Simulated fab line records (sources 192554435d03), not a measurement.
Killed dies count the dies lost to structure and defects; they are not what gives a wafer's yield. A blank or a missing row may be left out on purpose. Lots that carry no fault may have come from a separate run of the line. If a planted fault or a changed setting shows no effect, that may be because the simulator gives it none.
Chamber matching + flow n5Finfet + 4 sister chambers for N5_PMOS_HMC_CHANNEL_EPI_STRIP_33 on rieDiel-06
The step strips in N2/H2. 14 wafers are shown with their chamber, then 7 later ones without.

EACH WAFER AND ITS CHAMBER
| wafer  | chamber | showerheadPlenumPTorr (Torr) | throttleValvePct (%) | oesProductAu (a.u.) |
|--------|---------|------------------------------|----------------------|---------------------|
| L074.1 | 2       | 3.37                         | 19.3                 | 0.75                |
| L074.2 | 0       | 3.29                         | 18.8                 | 0.70                |
| L074.3 | 3       | 3.56                         | 18.9                 | 0.94                |
| L076.3 | 2       | 3.36                         | 19.2                 | 0.75                |
| L076.4 | 2       | 3.36                         | 19.2                 | 0.75                |
| L076.6 | 0       | 3.29                         | 18.8                 | 0.68                |
| L077.3 | 3       | 3.55                         | 18.9                 | 0.92                |
| L077.4 | 1       | 3.43                         | 18.3                 | 1.00                |
| L077.6 | 2       | 3.36                         | 19.3                 | 0.74                |
| L085.2 | 3       | 3.54                         | 18.9                 | 0.88                |
| L085.4 | 1       | 3.42                         | 18.3                 | 0.92                |
| L085.6 | 3       | 3.54                         | 18.9                 | 0.90                |
| L091.1 | 2       | 3.35                         | 19.3                 | 0.73                |
| L091.3 | 0       | 3.28                         | 18.4                 | 0.94                |

SIGNATURES (means of the wafers above)
| reading               | chamber 0 | chamber 1 | chamber 2 | chamber 3 | scatter within a chamber |
|-----------------------|-----------|-----------|-----------|-----------|--------------------------|
| showerheadPlenumPTorr | 3.2867    | 3.4250    | 3.3600    | 3.5475    | 0.00769                  |
| throttleValvePct      | 18.667    | 18.300    | 19.260    | 18.900    | 0.109                    |
| oesProductAu          | 0.7733    | 0.9600    | 0.7440    | 0.9100    | 0.0688                   |
Rule: a wafer lies at a distance from a chamber equal to the root of the sum of squares, over the readings, of (its reading less the chamber's mean, divided by the reading's scatter). The wafer belongs to the nearest chamber; if the next one is less than 2 further off, it can't be placed. How the scatter is found: for the shown wafers, subtract from each reading the mean of its chamber, square and add these, divide the total by (wafers less chambers), then take the root.

WAFERS WHOSE CHAMBER IS MISSING
| wafer  | showerheadPlenumPTorr (Torr) | throttleValvePct (%) | oesProductAu (a.u.) |
|--------|------------------------------|----------------------|---------------------|
| L091.4 | 3.28                         | 18.3                 | 0.95                |
| L092.2 | 3.28                         | 18.3                 | 0.95                |
| L092.5 | 3.41                         | 18.3                 | 0.91                |
| L092.6 | 3.28                         | 18.3                 | 0.94                |
| L096.1 | 3.41                         | 18.3                 | 0.87                |
| L096.2 | 3.27                         | 18.4                 | 0.91                |
| L096.4 | 3.53                         | 18.9                 | 0.86                |

WHICH CHAMBER EACH WENT THROUGH
| wafer  | from the rows above | in truth |
|--------|---------------------|----------|
| L091.4 | 0                   | 0        |
| L092.2 | 0                   | 0        |
| L092.5 | 1                   | 1        |
| L092.6 | 0                   | 0        |
| L096.1 | 1                   | 1        |
| L096.2 | 0                   | 0        |
| L096.4 | 3                   | 3        |
Placed correctly: 7 of 7. Not placeable from these rows: 0. Number placed wrongly: 0.
